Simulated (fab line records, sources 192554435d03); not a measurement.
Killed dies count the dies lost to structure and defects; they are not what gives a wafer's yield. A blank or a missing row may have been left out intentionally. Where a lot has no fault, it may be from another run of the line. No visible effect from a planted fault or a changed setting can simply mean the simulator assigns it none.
fab line records | flow n5-finfet
record lots=7 | wafers=21
route steps=1938 shown ZERO_LAYER@9 FIN_SAQP@94 STI_FIN_REVEAL@190 SD_EPI_N@288
start-h: the number of hours between the record's first day and the start of the first shown wafer of the lot | wait-h: time in hours since the lot's previous step | " repeats the value in the row above | L1.1+2: several wafers, shown together as one row | - no value, or no start given | * or withheld: withheld | < > ~ a bound
route shown NAME@n: NAME is a module with steps in the file, n the number in the route of the first one | usual: mean and standard deviation over wafers with no fault | same: alike in all rows | chamber/n: place in a boat | sites: readings site by site | _std_site: the standard deviation of these | _edge_site: outer sites' mean less inner sites' | radius-mm: how far each site lies from the wafer's centre | mask NAME#n: copy n | behind: the tool/chamber that last shaped the wafer | hold: what put the lot on hold/how long, in hours/how the hold closed | device: whichever transistor did not switch (one of n, p or np) | end of line: at the end of the route, the tests of the same wafers | a step without rows: its recipe alone | killed: dies lost to structure and defects at the first sort, not the wafer's yield | map: a wafer's dies, marking killed ones x, the rest . and places with no die _
set.NAME: the setting the step ran with; set.NAME@STEP: the setting that earlier step ran with | model.NAME: the simulator's own value behind a step, which no gauge read
one table per step and one row per wafer, for lots whose settings were changed on purpose
## steps
# step N5_ZERO_LAYER_EXPOSE_08
# recipe mask-id=ZERO | na=0.55 | source-shape=conventional | sigma-outer=0.8 | polarization=unpolarized | defocus-nm=0 | target-cd-nm=2000 | dose-mj=16.2
lot.wafer  | tool           | chamber | start-h | wait-h | mask   | set.dose-mj
L074.2+3   | krf-scanner-02 | 0       | 12.49   | -      | ZERO#0 | 16.9
L074.5     | "              | 0       | "       | "      | ZERO#0 | 16.2
L081.1+2+4 | krf-scanner-02 | 0       | 54.59   | -      | ZERO#0 | 16.2
L086.3+5+6 | krf-scanner-01 | 0       | 84.48   | -      | ZERO#0 | 16.2
L087.3+4   | krf-scanner-01 | 0       | 90.48   | -      | ZERO#0 | 17.2
L087.5     | "              | 0       | "       | "      | ZERO#0 | 16.2
L089.3+4+6 | krf-scanner-02 | 0       | 102.60  | -      | ZERO#0 | 16.2
L090.2+3   | krf-scanner-01 | 0       | 108.61  | -      | ZERO#0 | 16.76
L090.6     | "              | 0       | "       | "      | ZERO#0 | 16.2
L093.3+4+6 | krf-scanner-02 | 0       | 126.79  | -      | ZERO#0 | 16.2
# step N5_ZERO_LAYER_PEB_09
# recipe peb-temp-c=withheld | peb-time-s=*
# step N5_ZERO_LAYER_DEVELOP_10
# recipe develop-time-s=60 | rinse-liquid=diw | dry=air-spin | dev-temp-c=21
# step N5_ZERO_LAYER_HARDBAKE_23
# recipe temp-c=130 | time-s=120
# step N5_ZERO_LAYER_CD_MEAS_11
# recipe target-cd-nm=2000 | landing-energy-ev=500 | detector=se-inlens
# usual cd-nm=1998.3/2.8
lot.wafer | tool      | chamber | start-h | wait-h | set.dose-mj@ZERO_LAYER_EXPOSE_08 | cd-nm
L074.2    | cd-sem-03 | 0       | 12.66   | -      | 16.9                             | 2004.2
L074.3    | "         | 0       | "       | "      | 16.9                             | 2010.9
L074.5    | "         | 0       | "       | "      | 16.2                             | 2001.0
L081.1    | cd-sem-01 | 0       | 54.77   | -      | 16.2                             | 1997.5
L081.2    | "         | 0       | "       | "      | 16.2                             | 2000.3
L081.4    | "         | 0       | "       | "      | 16.2                             | 1999.4
L086.3    | cd-sem-01 | 0       | 84.64   | -      | 16.2                             | 1991.5
L086.5    | "         | 0       | "       | "      | 16.2                             | 1993.2
L086.6    | "         | 0       | "       | "      | 16.2                             | 1995.7
L087.3    | cd-sem-02 | 0       | 90.65   | -      | 17.2                             | 2010.3
L087.4    | "         | 0       | "       | "      | 17.2                             | 2008.1
L087.5    | "         | 0       | "       | "      | 16.2                             | 1996.7
L089.3    | cd-sem-02 | 0       | 102.77  | -      | 16.2                             | 1995.5
L089.4    | "         | 0       | "       | "      | 16.2                             | 1994.5
L089.6    | "         | 0       | "       | "      | 16.2                             | 1996.3
L090.2    | cd-sem-03 | 0       | 108.78  | -      | 16.76                            | 2002.7
L090.3    | "         | 0       | "       | "      | 16.76                            | 2009.3
L090.6    | "         | 0       | "       | "      | 16.2                             | 1996.5
L093.3    | cd-sem-03 | 0       | 126.96  | -      | 16.2                             | 1999.8
L093.4    | "         | 0       | "       | "      | 16.2                             | 1999.5
L093.6    | "         | 0       | "       | "      | 16.2                             | 2000.7
# step N5_ZERO_LAYER_DESCUM_16
# recipe chemistry=O2 | time-s=7.9 | source-power-w=50 | bias-power-w=20 | pressure-mtorr=20 | rf-frequency-hz=2.712e+07 | temp-c=40 | o2-flow-sccm=225
lot.wafer | tool        | chamber | start-h | wait-h | set.time-s | set.dose-mj@ZERO_LAYER_EXPOSE_08 | model.ZERO_LAYER.cd-nm
L074.2    | rie-diel-02 | 0       | 12.70   | 0.0    | 7.9        | 16.9                             | 2004
L074.3    | "           | 1       | "       | "      | 7.41       | 16.9                             | 2011
L074.5    | "           | 1       | "       | "      | 7.9        | 16.2                             | 2001
L081.1    | rie-diel-05 | 3       | 54.80   | 0.0    | 7.9        | 16.2                             | 1997
L081.2    | "           | 1       | "       | "      | 7.9        | 16.2                             | 2000
L081.4    | "           | 0       | "       | "      | 7.9        | 16.2                             | 1999
L086.3    | rie-diel-05 | 3       | 84.68   | 0.0    | 7.9        | 16.2                             | 1991
L086.5    | "           | 1       | "       | "      | 7.9        | 16.2                             | 1993
L086.6    | "           | 2       | "       | "      | 7.9        | 16.2                             | 1996
L087.3    | rie-diel-06 | 0       | 90.68   | 0.0    | 7.9        | 17.2                             | 2010
L087.4    | "           | 1       | "       | "      | 7.9        | 17.2                             | 2008
L087.5    | "           | 1       | "       | "      | 7.9        | 16.2                             | 1996
L089.3    | rie-diel-05 | 2       | 102.80  | 0.0    | 7.9        | 16.2                             | 1996
L089.4    | "           | 1       | "       | "      | 9.271      | 16.2                             | 1995
L089.6    | "           | 2       | "       | "      | 9.271      | 16.2                             | 1997
L090.2    | rie-diel-02 | 0       | 108.82  | 0.0    | 7.9        | 16.76                            | -
L090.3    | "           | 3       | "       | "      | 7.29       | 16.76                            | 2009
L090.6    | "           | 3       | "       | "      | 7.9        | 16.2                             | 1997
L093.3    | rie-diel-06 | 2       | 127.28  | 0.3    | 7.9        | 16.2                             | 2000
L093.4    | "           | 0       | "       | "      | 7.9        | 16.2                             | 1999
L093.6    | "           | 2       | "       | "      | 7.9        | 16.2                             | 2001
# step N5_FIN_SAQP_ALD_61
# recipe material=SiO2 | target-thk-a=40 | temp-c=300 | ald-precursor-family=BDEAS | ald-co-reactant=O2-plasma | pulse-time-s=1 | purge-time-s=2 | co-reactant-purge-time-s=2 | ald-cycles=43 | pressure-torr=2
lot.wafer | tool       | chamber | start-h | wait-h | set.ald-cycles | model.SiO2_of_FIN_SAQP_ALD_61.thk-nm
L074.2    | ald-sin-02 | 3       | 19.84   | 0.0    | 43             | 3.987
L074.3    | "          | 1       | "       | "      | 40             | 3.753
L074.5    | "          | 3       | "       | "      | 43             | 4.01
L081.1    | ald-sin-03 | 1       | 63.55   | 1.4    | 43             | 3.951
L081.2    | "          | 0       | "       | "      | 43             | 3.977
L081.4    | "          | 2       | "       | "      | 43             | 3.971
L086.3    | ald-sin-04 | 0       | 93.37   | 1.4    | 48             | 4.451
L086.5    | "          | 1       | "       | "      | 48             | 4.465
L086.6    | "          | 0       | "       | "      | 48             | 4.421
L087.3+4  | ald-sin-04 | 2,0     | 97.94   | 0.0    | 38             | 3.508
L087.5    | "          | 2       | "       | "      | 38             | 3.529
L089.3    | ald-sin-04 | 0       | 110.21  | 0.0    | 47             | 4.366
L089.4    | "          | 3       | "       | "      | 43             | 3.965
L089.6    | "          | 0       | "       | "      | 47             | 4.378
L090.2    | ald-sin-03 | 1       | 116.09  | 0.0    | 43             | 3.973
L090.3    | "          | 3       | "       | "      | 43             | 3.992
L090.6    | "          | 0       | "       | "      | 39             | 3.611
L093.3    | ald-sin-02 | 1       | 134.87  | 0.0    | 36             | 3.318
L093.4    | "          | 0       | "       | "      | 36             | 3.362
L093.6    | "          | 3       | "       | "      | 43             | 3.978
# step N5_FIN_SAQP_HM_DEP_03
# recipe material=SiNx | target-thk-a=380 | temp-c=400 | precursor=SiH4/NH3/N2 | pressure-torr=1.5 | rf-w=300 | time-s=33.6
lot.wafer | tool     | chamber | start-h | wait-h | set.time-s | model.SiNx_of_FIN_SAQP_HM_DEP_03.thk-nm
L074.2    | pecvd-04 | 0       | 20.26   | 0.2    | 37.78      | 42.09
L074.3    | "        | 1       | "       | "      | 33.6       | 38.25
L074.5    | "        | 2       | "       | "      | 33.6       | 38.11
L081.1    | pecvd-02 | 0       | 63.97   | 0.2    | 33.6       | 38.42
L081.2    | "        | 2       | "       | "      | 33.6       | 38.16
L081.4    | "        | 0       | "       | "      | 33.6       | 38.54
L086.3    | pecvd-02 | 0       | 93.85   | 0.2    | 33.6       | 38.82
L086.5    | "        | 0       | "       | "      | 33.6       | 38.11
L086.6    | "        | 1       | "       | "      | 33.6       | 37.3
L087.3    | pecvd-04 | 0       | 98.35   | 0.1    | 33.6       | 37.82
L087.4    | "        | 0       | "       | "      | 33.6       | 38.33
L087.5    | "        | 2       | "       | "      | 34.87      | 40.4
L089.3    | pecvd-03 | 0       | 110.63  | 0.1    | 33.6       | 37.18
L089.4    | "        | 1       | "       | "      | 33.6       | 38.3
L089.6    | "        | 0       | "       | "      | 33.6       | 38.19
L090.2    | pecvd-02 | 0       | 116.66  | 0.2    | 38.54      | 43.55
L090.3    | "        | 2       | "       | "      | 33.6       | 37.41
L090.6    | "        | 0       | "       | "      | 38.54      | 44.33
L093.3    | pecvd-03 | 2       | 135.28  | 0.1    | 34.94      | 38.81
L093.4    | "        | 2       | "       | "      | 34.94      | 39.28
L093.6    | "        | 1       | "       | "      | 34.94      | 39.7
# step N5_FIN_SAQP_THK_MEAS_05
# usual thk-nm=38.0/0.65
lot.wafer | tool          | chamber | start-h | wait-h | set.time-s@FIN_SAQP_HM_DEP_03 | thk-nm
L074.2    | film-metro-02 | -       | 20.35   | 0.1    | 37.78                         | 42.1
L074.3    | "             | -       | "       | "      | 33.6                          | 38.3
L074.5    | "             | -       | "       | "      | 33.6                          | 38.1
L081.1    | film-metro-01 | -       | 64.06   | 0.1    | 33.6                          | 38.4
L081.2    | "             | -       | "       | "      | 33.6                          | 38.1
L081.4    | "             | -       | "       | "      | 33.6                          | 38.5
L086.3    | film-metro-02 | -       | 93.94   | 0.1    | 33.6                          | 38.8
L086.5    | "             | -       | "       | "      | 33.6                          | 38.1
L086.6    | "             | -       | "       | "      | 33.6                          | 37.4
L087.3    | film-metro-01 | -       | 98.44   | 0.1    | 33.6                          | 37.9
L087.4    | "             | -       | "       | "      | 33.6                          | 38.3
L087.5    | "             | -       | "       | "      | 34.87                         | 40.4
L089.3    | film-metro-01 | -       | 110.72  | 0.1    | 33.6                          | 37.2
L089.4    | "             | -       | "       | "      | 33.6                          | 38.3
L089.6    | "             | -       | "       | "      | 33.6                          | 38.2
L090.2    | film-metro-02 | -       | 116.75  | 0.1    | 38.54                         | 43.6
L090.3    | "             | -       | "       | "      | 33.6                          | 37.4
L090.6    | "             | -       | "       | "      | 38.54                         | 44.3
L093.3    | film-metro-02 | -       | 135.37  | 0.1    | 34.94                         | 38.8
L093.4    | "             | -       | "       | "      | 34.94                         | 39.3
L093.6    | "             | -       | "       | "      | 34.94                         | 39.7
# step N5_FIN_SAQP_PECVD_47
# recipe material=a-Si | target-thk-a=450 | temp-c=400 | precursor=SiH4/He | pressure-torr=3 | rf-w=100 | time-s=36.3
# step N5_FIN_SAQP_PECVD_48
# recipe material=SiNx | target-thk-a=250 | temp-c=400 | precursor=SiH4/NH3/N2 | pressure-torr=1.5 | rf-w=300 | time-s=22.1
# step N5_FIN_SAQP_MANDREL2_REMOVE_60
# recipe chemistry=HBr/Cl2/O2 | bt-time-s=10 | target=a-Si | stop-on=SiNx | endpoint=OES-SiCl | over-etch-frac=1 | icp-w=600 | bias-w=22 | HBr_flow_sccm=150 | Cl2_flow_sccm=80 | O2_flow_sccm=5 | pressure-mtorr=10
# step N5_FIN_SAQP_HM_OPEN_33
# recipe chemistry=CH3F/O2 | target=SiNx | mask-material=SiO2 | target-depth-a=494 | time-s=70.6 | pressure-mtorr=30 | source-w=395 | bias-w=73 | Ar_flow_sccm=150 | CH3F_flow_sccm=30 | O2_flow_sccm=20 | ion-energy-ev=120 | ends=cleared
# usual etch-rf-on-time-s=69.8/2
lot.wafer | tool        | chamber | start-h | wait-h | set.time-s@FIN_SAQP_HM_DEP_03 | etch-rf-on-time-s | model.etch.depth-nm
L074.2    | rie-diel-04 | 2       | 24.70   | 0.0    | 37.78                         | 77.3              | 41.46
L074.3    | "           | 0       | "       | "      | 33.6                          | 70.0              | 37.62
L074.5    | "           | 1       | "       | "      | 33.6                          | 69.9              | 37.48
L081.1    | rie-diel-03 | 2       | 69.37   | 0.0    | 33.6                          | 71.5              | 37.79
L081.2    | "           | 1       | "       | "      | 33.6                          | 70.3              | 37.53
L081.4    | "           | 3       | "       | "      | 33.6                          | 72.0              | 37.91
L086.3    | rie-diel-01 | 3       | 100.11  | 0.0    | 33.6                          | 72.9              | 38.19
L086.5    | "           | 2       | "       | "      | 33.6                          | 71.9              | 37.48
L086.6    | "           | 3       | "       | "      | 33.6                          | 69.9              | 36.67
L087.3    | rie-diel-03 | 1       | 102.70  | 0.0    | 33.6                          | 70.2              | 37.2
L087.4    | "           | 1       | "       | "      | 33.6                          | 71.4              | 37.7
L087.5    | "           | 0       | "       | "      | 34.87                         | 72.8              | 39.77
L089.3    | rie-diel-03 | 3       | 115.97  | 0.2    | 33.6                          | 70.0              | 36.56
L089.4    | "           | 3       | "       | "      | 33.6                          | 72.2              | 37.67
L089.6    | "           | 1       | "       | "      | 33.6                          | 70.3              | 37.54
L090.2    | rie-diel-01 | 3       | 121.51  | 0.0    | 38.54                         | 82.8              | 42.92
L090.3    | "           | 2       | "       | "      | 33.6                          | 70.7              | 36.78
L090.6    | "           | 3       | "       | "      | 38.54                         | 83.5              | 43.7
L093.3    | rie-diel-01 | 1       | 141.24  | 0.2    | 34.94                         | 69.4              | 38.18
L093.4    | "           | 3       | "       | "      | 34.94                         | 73.8              | 38.64
L093.6    | "           | 2       | "       | "      | 34.94                         | 73.4              | 39.07
# step N5_FIN_SAQP_FIN_ETCH_36
# recipe chemistry=HBr/Cl2/O2 | target-depth-a=1200 | mask-material=SiNx | time-s=50.4 | bias-w=102 | pressure-mtorr=10 | icp-w=800 | HBr_flow_sccm=150 | Cl2_flow_sccm=80 | O2_flow_sccm=12
lot.wafer  | tool      | chamber | start-h | wait-h | set.icp-w
L074.2+3   | rie-si-01 | 1,2     | 24.99   | 0.0    | 718.1
L074.5     | "         | 2       | "       | "      | 800
L081.1+2+4 | rie-si-01 | 2,1,3   | 69.65   | 0.0    | 800
L086.3+6   | rie-si-03 | 0,1     | 100.40  | 0.0    | 905.6
L086.5     | "         | 0       | "       | "      | 800
L087.3+5   | rie-si-03 | 0       | 102.99  | 0.0    | 699.4
L087.4     | "         | 1       | "       | "      | 800
L089.3+6   | rie-si-06 | 0,1     | 116.25  | 0.0    | 800
L089.4     | "         | 2       | "       | "      | 853.5
L090.2+3+6 | rie-si-06 | 2,1,0   | 121.79  | 0.0    | 800
L093.3+4   | rie-si-06 | 0,2     | 141.53  | 0.0    | 800
L093.6     | "         | 0       | "       | "      | 942.7
# step N5_FIN_SAQP_PRECLEAN_38
# recipe chemistry=O3/DIW | time-s=45 | temp-c=22 | o3-ppm=10
# step N5_FIN_SAQP_PRECLEAN_45
# recipe chemistry=dHF | time-s=10 | dilution=500:1 | temp-c=25
lot.wafer | tool         | chamber | start-h | wait-h | set.time-s@FIN_SAQP_HM_DEP_03 | model.SiNx_of_FIN_SAQP_HM_DEP_03.thk-nm
L074.2    | wet-bench-03 | 5       | 25.17   | 0.0    | 37.78                         | 25.8
L074.3    | "            | 0       | "       | "      | 33.6                          | 21.8
L074.5    | "            | 2       | "       | "      | 33.6                          | 21.2
L081.1+2  | wet-bench-01 | 6,3     | 69.83   | 0.0    | 33.6                          | 21.6
L081.4    | "            | 4       | "       | "      | 33.6                          | 20.4
L086.3    | wet-bench-02 | 1       | 100.57  | 0.0    | 33.6                          | 21.2
L086.5    | "            | 2       | "       | "      | 33.6                          | 21
L086.6    | "            | 3       | "       | "      | 33.6                          | 20
L087.3    | wet-bench-02 | 7       | 103.16  | 0.0    | 33.6                          | 21.2
L087.4    | "            | 0       | "       | "      | 33.6                          | 21.8
L087.5    | "            | 4       | "       | "      | 34.87                         | 23.8
L089.3    | wet-bench-01 | 6       | 116.43  | 0.0    | 33.6                          | 20.6
L089.4    | "            | 4       | "       | "      | 33.6                          | 21.4
L089.6    | "            | 5       | "       | "      | 33.6                          | 21.8
L090.2    | wet-bench-01 | 4       | 121.97  | 0.0    | 38.54                         | 26.8
L090.3    | "            | 5       | "       | "      | 33.6                          | 20.6
L090.6    | "            | 7       | "       | "      | 38.54                         | 27.4
L093.3    | wet-bench-01 | 3       | 141.72  | 0.0    | 34.94                         | 22
L093.4+6  | "            | 6,4     | "       | "      | 34.94                         | 22.2
# step N5_FIN_SAQP_SRD_39
# recipe dry=ipa-marangoni | time-s=30 | temp-c=23 | rinse-liquid=diw
# step N5_FIN_SAQP_OCD_MEAS_76
# usual trench-depth-nm=119.4/2.3
lot.wafer | tool   | chamber | start-h | wait-h | set.icp-w@FIN_SAQP_FIN_ETCH_36 | trench-depth-nm
L074.2    | ocd-02 | -       | 25.21   | 0.0    | 718.1                          | 110.9
L074.3    | "      | -       | "       | "      | 718.1                          | 114.0
L074.5    | "      | -       | "       | "      | 800                            | 120.8
L081.1    | ocd-01 | -       | 69.87   | 0.0    | 800                            | 121.5
L081.2    | "      | -       | "       | "      | 800                            | 117.0
L081.4    | "      | -       | "       | "      | 800                            | 125.6
L086.3    | ocd-02 | -       | 100.62  | 0.0    | 905.6                          | 125.9
L086.5    | "      | -       | "       | "      | 800                            | 118.8
L086.6    | "      | -       | "       | "      | 905.6                          | 125.8
L087.3    | ocd-01 | -       | 103.21  | 0.0    | 699.4                          | 111.8
L087.4    | "      | -       | "       | "      | 800                            | 118.0
L087.5    | "      | -       | "       | "      | 699.4                          | 111.8
L089.3    | ocd-01 | -       | 116.48  | 0.0    | 800                            | 119.5
L089.4    | "      | -       | "       | "      | 853.5                          | 121.5
L089.6    | "      | -       | "       | "      | 800                            | 116.3
L090.2    | ocd-01 | -       | 122.02  | 0.0    | 800                            | 116.0
L090.3    | "      | -       | "       | "      | 800                            | 116.9
L090.6    | "      | -       | "       | "      | 800                            | 120.4
L093.3    | ocd-02 | -       | 141.78  | 0.0    | 800                            | 120.1
L093.4    | "      | -       | "       | "      | 800                            | 118.6
L093.6    | "      | -       | "       | "      | 942.7                          | 130.1
# step N5_STI_FIN_REVEAL_ETCHBACK_08
# recipe chemistry=C4F6/O2 | target=SiO2 | target-depth-a=305 | time-s=10.167 | ion-energy-ev=250 | pressure-mtorr=30 | source-w=345 | bias-w=185 | Ar_flow_sccm=300 | C4F6_flow_sccm=10 | O2_flow_sccm=10
lot.wafer  | tool        | chamber | start-h | wait-h | set.time-s
L074.2+3+5 | rie-diel-01 | 0,1,1   | 32.53   | 0.2    | 10.167
L081.1+2+4 | rie-diel-01 | 2,1,3   | 77.02   | 0.2    | 10.167
L086.3+5   | rie-diel-03 | 1,0     | 107.78  | 0.1    | 10.167
L086.6     | "           | 1       | "       | "      | 8.281
L087.3+5   | rie-diel-04 | 1,0     | 110.41  | 0.1    | 11.81
L087.4     | "           | 2       | "       | "      | 10.167
L089.3+4   | rie-diel-04 | 2,1     | 123.50  | 0.1    | 11.01
L089.6     | "           | 2       | "       | "      | 10.167
L090.2+3   | rie-diel-04 | 1,2     | 129.79  | 0.2    | 11.53
L090.6     | "           | 2       | "       | "      | 10.167
L093.3     | rie-diel-03 | 0       | 148.88  | 0.1    | 10.167
L093.4+6   | "           | 3,2     | "       | "      | 11.04
# step N5_STI_FIN_REVEAL_OXIDATION_31
# recipe chemistry=O2_PLASMA_REMOTE | temp-c=150 | time-s=20 | pressure-mtorr=1000 | source-power-w=2000 | o2-flow-sccm=3000
lot.wafer  | tool            | chamber | start-h | wait-h | set.time-s
L074.2+5   | plasma-asher-01 | 0,1     | 34.93   | 0.0    | 18.81
L074.3     | "               | 0       | "       | "      | 20
L081.1+2+4 | plasma-asher-02 | 1,0,1   | 79.42   | 0.0    | 20
L086.3+5   | plasma-asher-02 | 1       | 110.21  | 0.1    | 20
L086.6     | "               | 0       | "       | "      | 23.49
L087.3     | plasma-asher-02 | 1       | 112.90  | 0.1    | 20
L087.4+5   | "               | 0,1     | "       | "      | 18.1
L089.3+4+6 | plasma-asher-01 | 0,1,0   | 125.92  | 0.1    | 20
L090.2     | plasma-asher-02 | 1       | 132.19  | 0.0    | 24.39
L090.3+6   | "               | 0       | "       | "      | 20
L093.3     | plasma-asher-01 | 0       | 151.30  | 0.1    | 15.92
L093.4+6   | "               | 1,0     | "       | "      | 20
# step N5_STI_FIN_REVEAL_PRECLEAN_32
# recipe chemistry=NF3:NH3 | afs-cycles=1 | temp-c=30 | time-s=20 | sublimation-temp-c=180 | sublimation-time-s=60 | pressure-torr=3 | rf-power-w=30
# step N5_STI_FIN_REVEAL_STRIP_35
# recipe chemistry=H3PO4 | material=Si3N4 | temp-c=165 | target-depth-a=40 | time-s=39
# step N5_STI_FIN_REVEAL_SRD_23
# recipe dry=ipa-marangoni | time-s=30 | temp-c=23 | rinse-liquid=diw
# step N5_STI_FIN_REVEAL_FIN_H_MEAS_10
# usual trench-depth-nm=51.7/0.85
lot.wafer | tool   | chamber | start-h | wait-h | set.time-s@STI_FIN_REVEAL_ETCHBACK_08 | trench-depth-nm
L074.2    | ocd-01 | -       | 35.48   | 0.0    | 10.167                                | 53.0
L074.3    | "      | -       | "       | "      | 10.167                                | 53.8
L074.5    | "      | -       | "       | "      | 10.167                                | 53.1
L081.1    | ocd-02 | -       | 79.97   | 0.0    | 10.167                                | 51.4
L081.2    | "      | -       | "       | "      | 10.167                                | 52.8
L081.4    | "      | -       | "       | "      | 10.167                                | 51.8
L086.3    | ocd-01 | -       | 110.77  | 0.0    | 10.167                                | 50.9
L086.5    | "      | -       | "       | "      | 10.167                                | 52.2
L086.6    | "      | -       | "       | "      | 8.281                                 | 46.9
L087.3    | ocd-01 | -       | 113.46  | 0.0    | 11.81                                 | 56.8
L087.4    | "      | -       | "       | "      | 10.167                                | 50.6
L087.5    | "      | -       | "       | "      | 11.81                                 | 56.7
L089.3    | ocd-02 | -       | 126.45  | 0.0    | 11.01                                 | 53.3
L089.4    | "      | -       | "       | "      | 11.01                                 | 54.7
L089.6    | "      | -       | "       | "      | 10.167                                | 50.7
L090.2    | ocd-01 | -       | 132.74  | 0.0    | 11.53                                 | 55.9
L090.3    | "      | -       | "       | "      | 11.53                                 | 54.5
L090.6    | "      | -       | "       | "      | 10.167                                | 51.1
L093.3    | ocd-01 | -       | 151.83  | 0.0    | 10.167                                | 52.1
L093.4    | "      | -       | "       | "      | 11.04                                 | 53.8
L093.6    | "      | -       | "       | "      | 11.04                                 | 53.7
# step N5_SD_EPI_N_EPI_21
# recipe material=Si:P | dopant=P | temp-c=680 | pressure-torr=255 | time-s=690
lot.wafer | tool         | chamber | start-h | wait-h | set.time-s | model.Si-P_of_SD_EPI_N_EPI_21.thk-nm
L074.2    | epi-rpcvd-02 | 0       | 50.65   | 0.4    | 690        | 58.6
L074.3    | "            | 0       | "       | "      | 799.1      | 66.2
L074.5    | "            | 0       | "       | "      | 799.1      | 64.8
L081.1    | epi-rpcvd-02 | 0       | 93.67   | 0.1    | 690        | 59.4
L081.2    | "            | 0       | "       | "      | 690        | 59.2
L081.4    | "            | 0       | "       | "      | 690        | 59.6
L086.3    | epi-rpcvd-03 | 0       | 124.10  | 0.7    | 601.6      | 53.6
L086.5    | "            | 0       | "       | "      | 690        | 59
L086.6    | "            | 0       | "       | "      | 690        | 58.4
L087.3    | epi-rpcvd-04 | 0       | 127.37  | 0.7    | 629.3      | 54.6
L087.4    | "            | 0       | "       | "      | 690        | 58
L087.5    | "            | 0       | "       | "      | 690        | 58.2
L089.3    | epi-rpcvd-04 | 0       | 140.44  | 0.7    | 690        | 59.4
L089.4+6  | "            | 0       | "       | "      | 690        | 59.6
L090.2    | epi-rpcvd-03 | 0       | 147.80  | 0.4    | 816.1      | 66.6
L090.3    | "            | 0       | "       | "      | 690        | 59.4
L090.6    | "            | 0       | "       | "      | 816.1      | 66.2
L093.3    | epi-rpcvd-03 | 0       | 165.60  | 0.7    | 690        | 59.4
L093.4    | "            | 0       | "       | "      | 624.7      | 56
L093.6    | "            | 0       | "       | "      | 690        | 60
# step N5_SD_EPI_N_EPI_MEAS_23
# recipe mode=xrd
# usual thk-nm=59.1/1.3
lot.wafer | tool          | chamber | start-h | wait-h | set.time-s@SD_EPI_N_EPI_21 | thk-nm
L074.2    | film-metro-01 | -       | 52.09   | 1.2    | 690                        | 57.8
L074.3    | "             | -       | "       | "      | 799.1                      | 66.9
L074.5    | "             | -       | "       | "      | 799.1                      | 63.8
L081.1    | film-metro-02 | -       | 95.39   | 1.4    | 690                        | 56.9
L081.2    | "             | -       | "       | "      | 690                        | 59.1
L081.4    | "             | -       | "       | "      | 690                        | 60.8
L086.3    | film-metro-02 | -       | 125.26  | 0.9    | 601.6                      | 54.1
L086.5    | "             | -       | "       | "      | 690                        | 58.2
L086.6    | "             | -       | "       | "      | 690                        | 57.1
L087.3    | film-metro-01 | -       | 128.54  | 0.9    | 629.3                      | 55.2
L087.4    | "             | -       | "       | "      | 690                        | 56.8
L087.5    | "             | -       | "       | "      | 690                        | 57.6
L089.3    | film-metro-01 | -       | 141.60  | 0.9    | 690                        | 59.5
L089.4    | "             | -       | "       | "      | 690                        | 57.8
L089.6    | "             | -       | "       | "      | 690                        | 59.3
L090.2    | film-metro-01 | -       | 149.24  | 1.2    | 816.1                      | 65.9
L090.3    | "             | -       | "       | "      | 690                        | 58.2
L090.6    | "             | -       | "       | "      | 816.1                      | 65.1
L093.3    | film-metro-01 | -       | 166.77  | 0.9    | 690                        | 61.1
L093.4    | "             | -       | "       | "      | 624.7                      | 56.9
L093.6    | "             | -       | "       | "      | 690                        | 59.2
## key
split step=N5_ZERO_LAYER_EXPOSE_08 | setting=dose-mj | stated=16.2 | by=wafer
response step=N5_ZERO_LAYER_CD_MEAS_11 | reading=cd-nm | change=+2.02 | per=1% | r=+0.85
response step=N5_ZERO_LAYER_DESCUM_16 | reading=model.ZERO_LAYER.cd-nm | change=+2.14 | per=1% | r=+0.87
split step=N5_ZERO_LAYER_DESCUM_16 | setting=time-s | stated=7.9 | by=wafer
response none clear
split step=N5_FIN_SAQP_ALD_61 | setting=ald-cycles | stated=43 | by=wafer
response step=N5_FIN_SAQP_ALD_61 | reading=model.SiO2_of_FIN_SAQP_ALD_61.thk-nm | change=+0.0398 | per=1% | r=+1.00
split step=N5_FIN_SAQP_HM_DEP_03 | setting=time-s | stated=33.6 | by=wafer
response step=N5_FIN_SAQP_HM_DEP_03 | reading=model.SiNx_of_FIN_SAQP_HM_DEP_03.thk-nm | change=+0.398 | per=1% | r=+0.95
response step=N5_FIN_SAQP_THK_MEAS_05 | reading=thk-nm | change=* | per=1% | r=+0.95
response step=N5_FIN_SAQP_HM_OPEN_33 | reading=etch-rf-on-time-s | change=* | per=1% | r=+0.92
response step=N5_FIN_SAQP_HM_OPEN_33 | reading=model.etch.depth-nm | change=+0.398 | per=1% | r=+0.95
response step=N5_FIN_SAQP_PRECLEAN_45 | reading=model.SiNx_of_FIN_SAQP_HM_DEP_03.thk-nm | change=+0.41 | per=1% | r=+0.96
split step=N5_FIN_SAQP_FIN_ETCH_36 | setting=icp-w | stated=800 | by=wafer
response step=N5_FIN_SAQP_OCD_MEAS_76 | reading=trench-depth-nm | change=+0.588 | per=1% | r=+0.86
split step=N5_STI_FIN_REVEAL_ETCHBACK_08 | setting=time-s | stated=10.167 | by=wafer
response step=N5_STI_FIN_REVEAL_FIN_H_MEAS_10 | reading=trench-depth-nm | change=+0.303 | per=1% | r=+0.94
split step=N5_STI_FIN_REVEAL_OXIDATION_31 | setting=time-s | stated=20 | by=wafer
response none clear
split step=N5_SD_EPI_N_EPI_21 | setting=time-s | stated=690 | by=wafer
response step=N5_SD_EPI_N_EPI_21 | reading=model.Si-P_of_SD_EPI_N_EPI_21.thk-nm | change=+0.402 | per=1% | r=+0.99
response step=N5_SD_EPI_N_EPI_MEAS_23 | reading=thk-nm | change=* | per=1% | r=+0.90
